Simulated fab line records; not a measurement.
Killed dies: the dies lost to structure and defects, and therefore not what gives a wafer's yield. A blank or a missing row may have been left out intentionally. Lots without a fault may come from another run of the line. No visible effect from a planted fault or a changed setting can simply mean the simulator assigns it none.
Comparing a struck lot with a sound one | flow nand harc | 14 steps out of a route of 1159
Sound: these wafers, L908.3, L908.4, L908.6. Struck: wafer L922.4. (L922.1 of the same lot was not struck and is left out.) The cause comes at the end.
Order at every step that has rows: each side's tool, ch and its chambers, its first start. Under that, the readings that differ: sound wafers | struck wafers | difference of the means | sigmas: that difference in standard deviations of wafers without a fault.
alike: readings with means less than 2 such deviations apart, plus words and numbers identical on both sides. not compared: withheld readings, readings lacking a value on some wafer, bounds such as >300 that could conceal the same value, and numbers that have no deviation in the record and whose values overlap.
The two part at a step that has a row with sigmas, a row that says differs or no value, or rows on one side only. Numbers that have no deviation but don't overlap get no sigmas and don't part them. A reading that every wafer of one side lacks parts them only if that side has two wafers or more.

first, 2 steps without rows for these wafers: NHARC_A_SOURCE_PLATE_CVD_03 (deposits poly-Si, target thk 200 nm, time 4000 s); NHARC_A_SOURCE_PLATE_ANNEAL_05 (time 1800 s).
NHARC_A_SOURCE_PLATE_THK_MEAS_06: measures by ellipsometry.
  sound: film metro-01 at day 9 15:53; struck: film metro-01 at day 12 22:28
  alike: thk nm
NHARC_A_SOURCE_PLATE_INSPECT_08:
  sound: defect inspect-01 at day 9 15:58; struck: defect inspect-01 at day 12 22:32
  alike: raw defect count
following that, 1 step holds no rows for these wafers, namely NHARC_A_ONON_D1_DEP_00 (target thickness 1000 nm).
NHARC_A_ONON_D1_THK_MEAS_02: measures by ellipsometry.
  sound: film metro-02 at day 9 16:32; struck: film metro-01 at day 12 23:06
  alike: thk nm
following that, 1 step holds no rows for these wafers, namely NHARC_A_ONON_D1_DEP_03 (target thickness 1000 nm).
NHARC_A_ONON_D1_THK_MEAS_05: measures by ellipsometry.
  sound: film metro-01 at day 9 17:06; struck: film metro-02 at day 12 23:40
  alike: thk nm
following that, 1 step holds no rows for these wafers, namely NHARC_A_ONON_D1_DEP_06 (target thickness 1000 nm).
NHARC_A_ONON_D1_THK_MEAS_08: measures by ellipsometry.
  sound: film metro-01 at day 9 17:40; struck: film metro-01 at day 13 00:14
  alike: thk nm
NHARC_A_ONON_D1_DEP_09: target thk 1000 nm.
  sound on pecvd onon-02 ch 0, day 9 17:50; struck on pecvd onon-02 ch 0, day 13 00:18
NHARC_A_ONON_D1_THK_MEAS_11: measures by ellipsometry.
  sound: film metro-02 at day 9 18:14; struck: film metro-01 at day 13 00:49
  reading     | sound          | struck | difference | sigmas
  thk nm (nm) | 1021 1017 1018 | 827    | -192       | -16
then, 2 steps without rows for these wafers: NHARC_A_ONON_D1_DEP_12 (target thk 1000 nm); NHARC_END_SORT_01.

WHERE THEY PART
Only at NHARC_A_ONON_D1_THK_MEAS_11, as far as this record shows.

WHY: the cause the simulator had injected
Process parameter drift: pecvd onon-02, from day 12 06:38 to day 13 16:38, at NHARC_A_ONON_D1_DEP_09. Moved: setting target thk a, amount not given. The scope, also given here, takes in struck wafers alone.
